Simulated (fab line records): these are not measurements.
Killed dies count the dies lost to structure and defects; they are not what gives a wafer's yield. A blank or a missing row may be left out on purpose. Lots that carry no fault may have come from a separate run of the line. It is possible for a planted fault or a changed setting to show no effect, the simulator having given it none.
fab line records	flow n5_finfet
[record] lots = 24	wafers = 72	last_day = 17
route steps=1938 shown BEOL_M2@844
lots that met no fault: taken from a fault-free run of the same line
start_h: hours from the record's opening day to when the first of the lot's shown wafers began	wait_h: hours elapsed since this lot's preceding step	" identical to the entry in the row above	L1.1+2: a row that stands for several wafers	- no value present, or no start provided	* or withheld: withheld	< > ~ a bound
route shown NAME@n: names a module that has steps shown in the file, with the first one's number in the route	usual: the fault-free wafers' mean and standard deviation	same: alike in all rows	chamber/n: place in a boat	sites: per-site readings	_std_site: standard deviation across them	_edge_site: inner sites' mean taken away from outer sites' mean	radius_mm: how far each site lies from the wafer's centre	mask NAME#n: copy n	behind: the tool/chamber that last shaped the wafer	hold: reason for holding the lot/hours on hold/outcome of the hold	device: the n, p or np transistor that did not switch	end of line: at the end of the route, the tests of the same wafers	a step with no rows: only its recipe	killed: count of dies lost to structure and defects at first sort (not the wafer's yield)	map: the dies of a wafer, with x for killed, . for not killed, _ for no die there
set.NAME: the setting that was run; set.NAME@STEP: the one run at that earlier step	model.NAME: the simulator's own value behind a step, which no gauge read
route steps across a sampled set of lots; one table per step, one row per wafer
services: a tool's chamber out of use, with start hour (start_h, from the record's first day; less than 0 if before it), hours out, and reason
[[steps]]
[step N5_BEOL_M2_HM_DEP_02]
[recipe] material = TiN	target_thk_a = 200	temp_c = 25	chamber_pressure_pa = 0.49996
[usual] substrate_temp_c = 24.99/0.1	throttle_valve_pct = 30.3/0.74
lot.wafer	tool	chamber	start_h	wait_h	substrate_temp_c	throttle_valve_pct
L075.3	pvd_sputter-01	-	152.99	1.9	24.91	30.8
L075.4	"	-	"	"	24.99	29.6
L075.5	"	-	"	"	24.97	29.5
L074.3	pvd_sputter-01	-	153.09	1.3	24.95	29.7
L074.5	"	-	"	"	25.15	29.7
L074.6	"	-	"	"	24.95	31.1
L076.2	pvd_sputter-02	-	153.93	0.0	24.85	29.6
L076.4	"	-	"	"	24.89	31.0
L076.5	"	-	"	"	24.94	30.0
L077.1	pvd_sputter-01	-	158.65	1.8	24.71	30.0
L077.3	"	-	"	"	25.08	30.8
L077.5	"	-	"	"	24.95	29.7
L078.4	pvd_sputter-01	-	158.91	1.4	25.01	29.7
L078.5	"	-	"	"	25.13	29.8
L078.6	"	-	"	"	25.04	29.5
L079.2	pvd_sputter-02	-	165.06	2.3	25.02	29.8
L079.3	"	-	"	"	25.06	31.3
L079.6	"	-	"	"	24.92	30.9
L080.2	pvd_sputter-01	-	178.80	3.3	25.01	29.5
L080.3	"	-	"	"	25.01	30.0
L080.5	"	-	"	"	25.10	30.6
L081.1	pvd_sputter-02	-	182.60	1.5	24.92	29.5
L081.3	"	-	"	"	24.84	31.0
L081.6	"	-	"	"	24.92	30.4
L082.1	pvd_sputter-02	-	187.58	0.6	25.13	31.0
L082.4	"	-	"	"	24.98	30.5
L082.6	"	-	"	"	24.85	29.1
L083.1	pvd_sputter-02	-	195.76	2.3	25.05	29.7
L083.3	"	-	"	"	24.79	30.4
L083.4	"	-	"	"	25.05	29.2
L084.2	pvd_sputter-01	-	201.69	0.8	24.97	30.7
L084.5	"	-	"	"	24.98	30.9
L084.6	"	-	"	"	24.87	29.6
L085.3	pvd_sputter-01	-	211.93	1.4	25.13	30.8
L085.4	"	-	"	"	24.95	30.0
L085.6	"	-	"	"	24.90	30.5
L087.2	pvd_sputter-02	-	213.21	0.1	24.94	30.6
L087.3	"	-	"	"	24.89	30.9
L087.6	"	-	"	"	24.99	30.7
L086.2	pvd_sputter-02	-	213.79	0.0	25.08	29.8
L086.4	"	-	"	"	25.08	29.7
L086.5	"	-	"	"	25.13	30.5
L088.4	pvd_sputter-03	-	219.37	2.6	25.11	30.9
L088.5	"	-	"	"	25.18	31.7
L088.6	"	-	"	"	24.98	31.1
L089.1	pvd_sputter-02	-	222.95	1.8	25.10	31.0
L089.3	"	-	"	"	25.19	29.6
L089.4	"	-	"	"	25.07	30.5
L090.1	pvd_sputter-03	-	227.79	0.5	25.20	31.5
L090.2	"	-	"	"	24.89	30.5
L090.6	"	-	"	"	25.12	31.9
L092.2	pvd_sputter-02	-	237.63	2.7	25.16	30.8
L092.3	"	-	"	"	24.80	29.0
L092.6	"	-	"	"	25.03	29.6
L091.1	pvd_sputter-02	-	239.01	0.5	24.98	29.2
L091.2	"	-	"	"	25.08	30.0
L091.3	"	-	"	"	24.87	31.0
L093.1	pvd_sputter-02	-	244.47	0.0	24.84	30.0
L093.2	"	-	"	"	24.85	30.5
L093.6	"	-	"	"	25.09	30.9
L094.1	pvd_sputter-02	-	251.96	0.7	25.07	28.9
L094.2	"	-	"	"	24.91	31.0
L094.6	"	-	"	"	24.98	30.8
L095.2	pvd_sputter-03	-	258.09	1.9	24.96	31.3
L095.3	"	-	"	"	25.08	31.8
L095.5	"	-	"	"	25.20	31.8
L096.2	pvd_sputter-03	-	271.70	2.2	24.98	31.3
L096.5	"	-	"	"	24.95	31.2
L096.6	"	-	"	"	24.95	30.6
L097.4	pvd_sputter-01	-	275.98	0.0	24.93	30.4
L097.5	"	-	"	"	24.79	30.5
L097.6	"	-	"	"	24.92	30.8
[step N5_BEOL_M2_DESCUM_16]
[recipe] chemistry = O2	time_s = 7	source_power_w = 50	bias_power_w = 20	pressure_mtorr = 20	rf_frequency_hz = 2.712e+07	temp_c = 40	resist = CAR-EUV	o2_flow_sccm = 225
[usual] drypump_motor_current_A = 5.9/0.47	oes_product_au = 0.78/0.08	rf_vpp_V = 243.2/1.5	showerhead_plenum_p_Torr = 2.10/0.079	throttle_valve_pct = 20.32/0.24
lot.wafer	tool	chamber	start_h	wait_h	drypump_motor_current_A	oes_product_au	rf_hours_counter_h	rf_vpp_V	showerhead_plenum_p_Torr	throttle_valve_pct
L075.3	rie_diel-03	0	153.51	0.0	6.3	0.92	19	242.8	2.05	20.31
L075.4	"	3	"	"	6.3	0.78	119	242.1	2.01	20.28
L075.5	"	2	"	"	6.6	0.71	-	245.1	2.16	20.69
L074.3	rie_diel-01	1	153.74	0.2	6.1	0.73	188	242.3	1.99	20.27
L074.5	"	1	"	"	6.1	0.72	-	240.3	1.99	20.25
L074.6	"	0	"	"	5.4	0.69	-	243.8	2.14	20.23
L076.2	rie_diel-03	1	154.58	0.0	5.7	0.81	93	244.6	2.20	20.05
L076.4	"	0	"	"	6.3	0.92	19	243.1	2.05	20.31
L076.5	"	2	"	"	6.6	0.72	-	244.7	2.16	20.70
L077.1	rie_diel-05	3	159.29	0.0	5.4	0.73	183	242.0	2.07	20.53
L077.3	"	1	"	"	6.1	0.70	235	242.9	2.06	20.47
L077.5	"	2	"	"	6.3	0.71	-	242.8	2.08	20.55
L078.4	rie_diel-05	2	159.73	0.2	6.3	0.71	-	241.5	2.08	20.55
L078.5	"	1	"	"	6.2	0.71	-	241.4	2.06	20.48
L078.6	"	3	"	"	5.4	0.74	-	242.3	2.07	20.53
L079.2	rie_diel-01	3	165.70	0.0	5.1	0.81	60	245.2	2.21	20.07
L079.3	"	1	"	"	6.1	0.72	193	241.7	1.99	20.26
L079.6	"	1	"	"	6.1	0.72	-	241.9	1.99	20.25
L080.2	rie_diel-01	1	179.51	0.2	6.1	0.72	197	242.2	1.99	20.26
L080.3	"	3	"	"	5.1	0.81	64	245.1	2.21	20.06
L080.5	"	1	"	"	6.1	0.72	-	241.2	1.99	20.27
L081.1	rie_diel-01	0	183.57	0.5	5.5	1.01	0	242.9	2.14	19.79
L081.3	"	2	"	"	5.3	0.82	76	244.7	2.22	20.21
L081.6	"	2	"	"	5.4	0.83	-	243.5	2.22	20.23
L082.1	rie_diel-01	2	188.22	0.0	5.4	0.81	78	244.5	2.22	20.22
L082.4	"	0	"	"	5.5	0.99	1	243.2	2.14	19.78
L082.6	"	0	"	"	5.5	0.99	-	241.8	2.14	19.77
L083.1	rie_diel-05	2	196.49	0.1	6.3	0.70	201	242.5	2.08	20.58
L083.3	"	1	"	"	6.2	0.71	248	244.0	2.05	20.49
L083.4	"	0	"	"	5.2	0.71	227	244.1	2.16	20.56
L084.2	rie_diel-03	2	202.34	0.0	6.6	0.70	215	245.7	2.15	20.72
L084.5	"	1	"	"	5.7	0.78	-	245.6	2.20	20.08
L084.6	"	2	"	"	6.6	0.71	-	244.5	2.15	20.72
L085.3	rie_diel-01	3	212.58	0.0	5.1	0.79	76	244.4	2.20	20.09
L085.4	"	0	"	"	5.5	0.94	9	244.2	2.14	19.79
L085.6	"	0	"	"	5.5	0.94	-	245.1	2.14	19.79
L087.2	rie_diel-03	0	213.99	0.2	6.3	0.89	39	242.0	2.05	20.36
L087.3	"	1	"	"	5.6	0.79	113	242.2	2.20	20.06
L087.6	"	3	"	"	6.3	0.78	-	240.5	2.01	20.29
L086.2	rie_diel-03	3	214.31	0.0	6.3	0.77	139	241.4	2.01	20.32
L086.4	"	2	"	"	6.6	0.70	219	243.0	2.15	20.72
L086.5	"	0	"	"	6.3	0.87	-	242.4	2.05	20.35
L088.4	rie_diel-05	0	219.93	0.1	5.2	0.70	237	241.8	2.15	20.57
L088.5	"	1	"	"	6.1	0.99	-	242.7	2.05	20.16
L088.6	"	0	"	"	5.2	0.70	-	244.2	2.15	20.57
L089.1	rie_diel-03	0	223.48	0.0	6.3	0.89	43	243.5	2.05	20.36
L089.3	"	1	"	"	5.7	0.78	117	244.8	2.20	20.09
L089.4	"	2	"	"	6.6	0.70	223	243.4	2.15	20.73
L090.1	rie_diel-05	2	228.44	0.0	6.3	0.69	213	243.2	2.07	20.59
L090.2	"	3	"	"	5.4	0.72	209	241.9	2.07	20.56
L090.6	"	1	"	"	6.1	0.97	-	241.9	2.05	20.14
L092.2	rie_diel-03	2	238.29	0.0	6.6	0.70	227	243.5	2.15	20.74
L092.3	"	0	"	"	6.3	0.87	48	242.6	2.04	20.37
L092.6	"	0	"	"	6.3	0.86	-	241.9	2.04	20.37
L091.1	rie_diel-03	0	239.53	0.0	6.3	0.87	48	243.5	2.04	20.35
L091.2	"	3	"	"	6.3	0.77	148	242.5	2.01	20.33
L091.3	"	2	"	"	6.6	0.69	227	244.6	2.15	20.72
L093.1	rie_diel-03	0	244.99	0.0	6.3	0.87	50	242.1	2.04	20.36
L093.2	"	2	"	"	6.6	0.70	229	244.2	2.15	20.74
L093.6	"	3	"	"	6.3	0.77	-	243.2	2.01	20.31
L094.1	rie_diel-01	3	252.98	0.4	5.1	0.78	90	244.1	2.20	20.12
L094.2	"	2	"	"	5.3	0.80	101	243.4	2.21	20.25
L094.6	"	0	"	"	5.5	0.92	-	244.7	2.14	19.83
L095.2	rie_diel-03	1	258.92	0.2	5.7	0.78	129	244.7	2.19	20.11
L095.3	"	2	"	"	6.6	0.69	236	244.1	2.14	20.75
L095.5	"	2	"	"	6.6	0.69	-	243.4	2.14	20.74
L096.2	rie_diel-03	1	272.52	0.3	5.7	0.75	134	245.9	2.19	20.11
L096.5	"	1	"	"	5.7	0.76	-	244.2	2.19	20.11
L096.6	"	0	"	"	6.3	0.85	-	240.9	2.04	20.37
L097.4	rie_diel-01	3	276.63	0.0	5.1	0.78	98	244.9	2.19	20.13
L097.5	"	3	"	"	5.1	0.77	-	244.7	2.19	20.14
L097.6	"	0	"	"	5.5	0.90	-	245.1	2.13	19.82
[step N5_BEOL_M2_ANNEAL_49]
[recipe] temp_c = 400	time_s = 240	ambient = vacuum
[usual] heater_power_w = 848/98
lot.wafer	tool	chamber	start_h	wait_h	heater_power_w
L075.3	pvd_sputter-01	-	156.81	0.0	879
L075.4	"	-	"	"	881
L075.5	"	-	"	"	735
L074.3	pvd_sputter-02	-	157.05	0.0	837
L074.5	"	-	"	"	980
L074.6	"	-	"	"	853
L076.2	pvd_sputter-02	-	159.27	0.0	975
L076.4	"	-	"	"	861
L076.5	"	-	"	"	945
L077.1	pvd_sputter-01	-	163.42	0.0	886
L077.3	"	-	"	"	736
L077.5	"	-	"	"	890
L078.4	pvd_sputter-01	-	165.36	0.0	898
L078.5	"	-	"	"	870
L078.6	"	-	"	"	731
L079.2	pvd_sputter-03	-	172.30	0.0	869
L079.3	"	-	"	"	1045
L079.6	"	-	"	"	712
L080.2	pvd_sputter-01	-	185.00	0.0	870
L080.3	"	-	"	"	881
L080.5	"	-	"	"	724
L081.1	pvd_sputter-01	-	187.34	0.0	733
L081.3	"	-	"	"	879
L081.6	"	-	"	"	866
L082.1	pvd_sputter-01	-	204.25	0.0	883
L082.4	"	-	"	"	900
L082.6	"	-	"	"	870
L083.1	pvd_sputter-02	-	207.43	0.0	842
L083.3	"	-	"	"	957
L083.4	"	-	"	"	748
L084.2	pvd_sputter-02	-	214.07	0.0	760
L084.5	"	-	"	"	835
L084.6	"	-	"	"	958
L085.3	pvd_sputter-03	-	216.65	0.0	969
L085.4	"	-	"	"	740
L085.6	"	-	"	"	944
L087.2	pvd_sputter-01	-	220.79	0.0	867
L087.3	"	-	"	"	730
L087.6	"	-	"	"	737
L086.2	pvd_sputter-02	-	221.19	0.0	985
L086.4	"	-	"	"	931
L086.5	"	-	"	"	970
L088.4	pvd_sputter-02	-	228.57	0.0	748
L088.5	"	-	"	"	953
L088.6	"	-	"	"	964
L089.1	pvd_sputter-02	-	230.67	0.0	746
L089.3	"	-	"	"	870
L089.4	"	-	"	"	954
L090.1	pvd_sputter-01	-	231.84	0.0	883
L090.2	"	-	"	"	892
L090.6	"	-	"	"	885
L092.2	pvd_sputter-01	-	244.98	0.0	708
L092.3	"	-	"	"	895
L092.6	"	-	"	"	694
L091.1	pvd_sputter-03	-	256.17	0.0	1056
L091.2	"	-	"	"	727
L091.3	"	-	"	"	952
L093.1	pvd_sputter-03	-	260.11	0.0	737
L093.2	"	-	"	"	881
L093.6	"	-	"	"	928
L094.1	pvd_sputter-02	-	269.68	0.0	858
L094.2	"	-	"	"	760
L094.6	"	-	"	"	942
L095.2	pvd_sputter-01	-	269.80	0.0	872
L095.3	"	-	"	"	873
L095.5	"	-	"	"	712
L096.2	pvd_sputter-02	-	275.92	0.0	843
L096.5	"	-	"	"	957
L096.6	"	-	"	"	753
L097.4	pvd_sputter-02	-	280.38	0.0	969
L097.5	"	-	"	"	927
L097.6	"	-	"	"	969
[step N5_BEOL_M2_ANNEAL_80]
[recipe] temp_c = 400	time_s = 240	ambient = vacuum
[usual] heater_power_w = 848/95
lot.wafer	tool	chamber	start_h	wait_h	heater_power_w
L075.3	pvd_sputter-01	-	157.03	0.0	888
L075.4	"	-	"	"	899
L075.5	"	-	"	"	740
L074.3	pvd_sputter-02	-	157.27	0.0	829
L074.5	"	-	"	"	959
L074.6	"	-	"	"	829
L076.2	pvd_sputter-02	-	159.49	0.0	966
L076.4	"	-	"	"	832
L076.5	"	-	"	"	954
L077.1	pvd_sputter-01	-	163.64	0.0	893
L077.3	"	-	"	"	705
L077.5	"	-	"	"	877
L078.4	pvd_sputter-01	-	165.58	0.0	886
L078.5	"	-	"	"	892
L078.6	"	-	"	"	731
L079.2	pvd_sputter-03	-	172.52	0.0	872
L079.3	"	-	"	"	1029
L079.6	"	-	"	"	730
L080.2	pvd_sputter-01	-	185.22	0.0	873
L080.3	"	-	"	"	896
L080.5	"	-	"	"	711
L081.1	pvd_sputter-01	-	187.56	0.0	725
L081.3	"	-	"	"	888
L081.6	"	-	"	"	877
L082.1	pvd_sputter-01	-	204.47	0.0	869
L082.4	"	-	"	"	864
L082.6	"	-	"	"	897
L083.1	pvd_sputter-02	-	207.65	0.0	841
L083.3	"	-	"	"	934
L083.4	"	-	"	"	765
L084.2	pvd_sputter-02	-	214.29	0.0	742
L084.5	"	-	"	"	832
L084.6	"	-	"	"	980
L085.3	pvd_sputter-03	-	216.87	0.0	932
L085.4	"	-	"	"	733
L085.6	"	-	"	"	931
L087.2	pvd_sputter-01	-	221.01	0.0	869
L087.3	"	-	"	"	735
L087.6	"	-	"	"	759
L086.2	pvd_sputter-02	-	221.41	0.0	952
L086.4	"	-	"	"	955
L086.5	"	-	"	"	957
L088.4	pvd_sputter-02	-	228.79	0.0	742
L088.5	"	-	"	"	942
L088.6	"	-	"	"	956
L089.1	pvd_sputter-02	-	230.89	0.0	757
L089.3	"	-	"	"	825
L089.4	"	-	"	"	966
L090.1	pvd_sputter-01	-	232.06	0.0	890
L090.2	"	-	"	"	891
L090.6	"	-	"	"	883
L092.2	pvd_sputter-01	-	245.20	0.0	721
L092.3	"	-	"	"	856
L092.6	"	-	"	"	731
L091.1	pvd_sputter-03	-	256.39	0.0	1063
L091.2	"	-	"	"	717
L091.3	"	-	"	"	949
L093.1	pvd_sputter-03	-	260.33	0.0	749
L093.2	"	-	"	"	858
L093.6	"	-	"	"	912
L094.1	pvd_sputter-02	-	269.90	0.0	827
L094.2	"	-	"	"	753
L094.6	"	-	"	"	970
L095.2	pvd_sputter-01	-	270.02	0.0	874
L095.3	"	-	"	"	902
L095.5	"	-	"	"	740
L096.2	pvd_sputter-02	-	276.17	0.0	852
L096.5	"	-	"	"	947
L096.6	"	-	"	"	758
L097.4	pvd_sputter-02	-	280.63	0.0	959
L097.5	"	-	"	"	945
L097.6	"	-	"	"	947
[step N5_BEOL_M2_SPUTTER_94]
[recipe] material = Cu	target_thk_a = 45	temp_c = -20	chamber_pressure_pa = 0.07	power_w = withheld	time_s = 8.29
[usual] substrate_temp_c = -19.99/0.099	throttle_valve_pct = 30.3/0.72
lot.wafer	tool	chamber	start_h	wait_h	substrate_temp_c	throttle_valve_pct
L075.3	pvd_sputter-01	-	158.27	0.1	-19.82	31.0
L075.4	"	-	"	"	-19.81	29.6
L075.5	"	-	"	"	-19.93	29.9
L074.3	pvd_sputter-02	-	158.51	0.1	-20.04	30.4
L074.5	"	-	"	"	-20.02	30.9
L074.6	"	-	"	"	-19.94	30.4
L076.2	pvd_sputter-02	-	160.73	0.1	-19.97	31.0
L076.4	"	-	"	"	-20.03	30.4
L076.5	"	-	"	"	-20.04	31.1
L077.1	pvd_sputter-01	-	164.88	0.1	-19.93	29.8
L077.3	"	-	"	"	-19.95	30.0
L077.5	"	-	"	"	-20.11	30.8
L078.4	pvd_sputter-01	-	166.82	0.1	-19.86	29.7
L078.5	"	-	"	"	-19.86	29.6
L078.6	"	-	"	"	-19.93	29.8
L079.2	pvd_sputter-03	-	173.76	0.1	-19.97	31.8
L079.3	"	-	"	"	-19.93	31.1
L079.6	"	-	"	"	-20.26	30.6
L080.2	pvd_sputter-01	-	186.46	0.1	-20.10	30.9
L080.3	"	-	"	"	-19.98	29.7
L080.5	"	-	"	"	-19.92	29.7
L081.1	pvd_sputter-01	-	188.80	0.1	-20.16	30.4
L081.3	"	-	"	"	-19.92	29.5
L081.6	"	-	"	"	-20.04	30.8
L082.1	pvd_sputter-01	-	205.71	0.1	-19.93	29.4
L082.4	"	-	"	"	-20.09	30.9
L082.6	"	-	"	"	-20.08	30.9
L083.1	pvd_sputter-02	-	208.89	0.1	-19.86	30.6
L083.3	"	-	"	"	-20.05	28.9
L083.4	"	-	"	"	-19.84	29.5
L084.2	pvd_sputter-02	-	215.53	0.1	-20.04	29.6
L084.5	"	-	"	"	-19.86	30.6
L084.6	"	-	"	"	-19.90	28.9
L085.3	pvd_sputter-03	-	218.11	0.1	-19.98	31.2
L085.4	"	-	"	"	-20.03	30.5
L085.6	"	-	"	"	-20.00	31.1
L087.2	pvd_sputter-01	-	222.25	0.1	-20.03	31.0
L087.3	"	-	"	"	-20.06	30.5
L087.6	"	-	"	"	-20.11	30.7
L086.2	pvd_sputter-02	-	222.65	0.1	-19.90	31.4
L086.4	"	-	"	"	-19.93	29.3
L086.5	"	-	"	"	-20.11	31.1
L088.4	pvd_sputter-02	-	230.03	0.1	-19.94	29.5
L088.5	"	-	"	"	-19.82	29.3
L088.6	"	-	"	"	-19.98	31.1
L089.1	pvd_sputter-02	-	232.13	0.1	-20.00	29.4
L089.3	"	-	"	"	-20.16	30.4
L089.4	"	-	"	"	-19.89	31.2
L090.1	pvd_sputter-01	-	233.30	0.1	-20.08	29.7
L090.2	"	-	"	"	-19.91	30.9
L090.6	"	-	"	"	-20.10	29.4
L092.2	pvd_sputter-01	-	246.44	0.1	-19.99	29.7
L092.3	"	-	"	"	-20.00	30.6
L092.6	"	-	"	"	-19.87	29.7
L091.1	pvd_sputter-03	-	257.63	0.1	-20.07	31.5
L091.2	"	-	"	"	-20.08	30.4
L091.3	"	-	"	"	-19.90	31.3
L093.1	pvd_sputter-03	-	261.57	0.1	-20.02	30.4
L093.2	"	-	"	"	-20.14	31.5
L093.6	"	-	"	"	-19.92	31.4
L094.1	pvd_sputter-02	-	271.14	0.1	-20.15	30.3
L094.2	"	-	"	"	-19.86	29.8
L094.6	"	-	"	"	-19.93	31.0
L095.2	pvd_sputter-01	-	271.26	0.1	-19.95	29.9
L095.3	"	-	"	"	-19.94	30.9
L095.5	"	-	"	"	-20.09	29.7
L096.2	pvd_sputter-02	-	277.57	0.1	-20.01	30.4
L096.5	"	-	"	"	-20.07	31.0
L096.6	"	-	"	"	-20.19	29.7
L097.4	pvd_sputter-02	-	282.02	0.1	-20.04	30.9
L097.5	"	-	"	"	-20.10	29.2
L097.6	"	-	"	"	-19.86	31.0
[step N5_BEOL_M2_THK_MEAS_53]
[recipe] thk_meas_gauge = xrf	reads = Cu_of_BEOL_M2_ECD_50
[usual] M2_THK = 39.4/1.1
lot.wafer	tool	chamber	start_h	wait_h	M2_THK[nm]
L075.3	film_metro-02	-	159.28	-	39.2
L075.4	"	-	"	"	40.4
L075.5	"	-	"	"	38.9
L074.3	film_metro-01	-	159.66	-	40.3
L074.5	"	-	"	"	38.2
L074.6	"	-	"	"	40.3
L076.2	film_metro-01	-	161.75	-	38.5
L076.4	"	-	"	"	38.7
L076.5	"	-	"	"	39.6
L077.1	film_metro-02	-	165.89	-	41.5
L077.3	"	-	"	"	39.4
L077.5	"	-	"	"	40.5
L078.4	film_metro-01	-	167.83	-	39.6
L078.5	"	-	"	"	39.6
L078.6	"	-	"	"	39.0
L079.2	film_metro-01	-	174.77	-	39.3
L079.3	"	-	"	"	41.3
L079.6	"	-	"	"	40.5
L080.2	film_metro-01	-	187.48	-	40.1
L080.3	"	-	"	"	40.8
L080.5	"	-	"	"	38.4
L081.1	film_metro-02	-	189.80	-	39.3
L081.3	"	-	"	"	40.9
L081.6	"	-	"	"	40.6
L082.1	film_metro-02	-	206.74	-	37.9
L082.4	"	-	"	"	38.9
L082.6	"	-	"	"	38.5
L083.1	film_metro-02	-	209.90	-	41.0
L083.3	"	-	"	"	40.2
L083.4	"	-	"	"	41.5
L084.2	film_metro-01	-	216.66	-	39.5
L084.5	"	-	"	"	38.2
L084.6	"	-	"	"	37.4
L085.3	film_metro-01	-	219.12	-	39.8
L085.4	"	-	"	"	38.5
L085.6	"	-	"	"	38.4
L087.2	film_metro-02	-	223.25	-	40.2
L087.3	"	-	"	"	39.3
L087.6	"	-	"	"	42.0
L086.2	film_metro-02	-	223.65	-	37.7
L086.4	"	-	"	"	38.5
L086.5	"	-	"	"	39.0
L088.4	film_metro-01	-	231.85	-	39.8
L088.5	"	-	"	"	37.8
L088.6	"	-	"	"	37.3
L089.1	film_metro-01	-	233.14	-	38.6
L089.3	"	-	"	"	41.3
L089.4	"	-	"	"	39.7
L090.1	film_metro-02	-	234.32	-	39.5
L090.2	"	-	"	"	36.8
L090.6	"	-	"	"	39.1
L092.2	film_metro-01	-	247.54	-	38.6
L092.3	"	-	"	"	40.1
L092.6	"	-	"	"	39.2
L091.1	film_metro-01	-	258.64	-	39.2
L091.2	"	-	"	"	38.7
L091.3	"	-	"	"	36.5
L093.1	film_metro-02	-	262.71	-	40.3
L093.2	"	-	"	"	41.4
L093.6	"	-	"	"	39.0
L094.1	film_metro-01	-	272.15	-	40.2
L094.2	"	-	"	"	38.3
L094.6	"	-	"	"	41.4
L095.2	film_metro-02	-	272.26	-	40.7
L095.3	"	-	"	"	38.7
L095.5	"	-	"	"	39.7
L096.2	film_metro-02	-	278.61	-	41.4
L096.5	"	-	"	"	39.3
L096.6	"	-	"	"	40.2
L097.4	film_metro-01	-	283.15	-	37.4
L097.5	"	-	"	"	37.6
L097.6	"	-	"	"	40.8
[[services]]
tool	chamber	start_h	hours	kind
rie_diel-03	2	134.14	4.8	repair
rie_diel-01	0	162.56	-	clean
rie_diel-01	0	162.56	-	consumable_replace:esc
rie_diel-01	0	162.56	-	consumable_replace:focus_ring
rie_diel-01	0	162.56	21.0	scheduled_down
rie_diel-01	0	162.56	21.0	vent_cycle
rie_diel-05	1	202.25	-	clean
rie_diel-05	1	202.25	-	consumable_replace:focus_ring
rie_diel-05	1	202.25	14.5	scheduled_down
rie_diel-05	1	202.25	14.5	vent_cycle
rie_diel-01	0	225.59	5.0	repair
rie_diel-01	1	246.01	6.7	repair
rie_diel-05	0	261.01	-	clean
rie_diel-05	0	261.01	-	consumable_replace:focus_ring
rie_diel-05	0	261.01	24.8	scheduled_down
rie_diel-05	0	261.01	24.8	vent_cycle
[[key]]
fault none
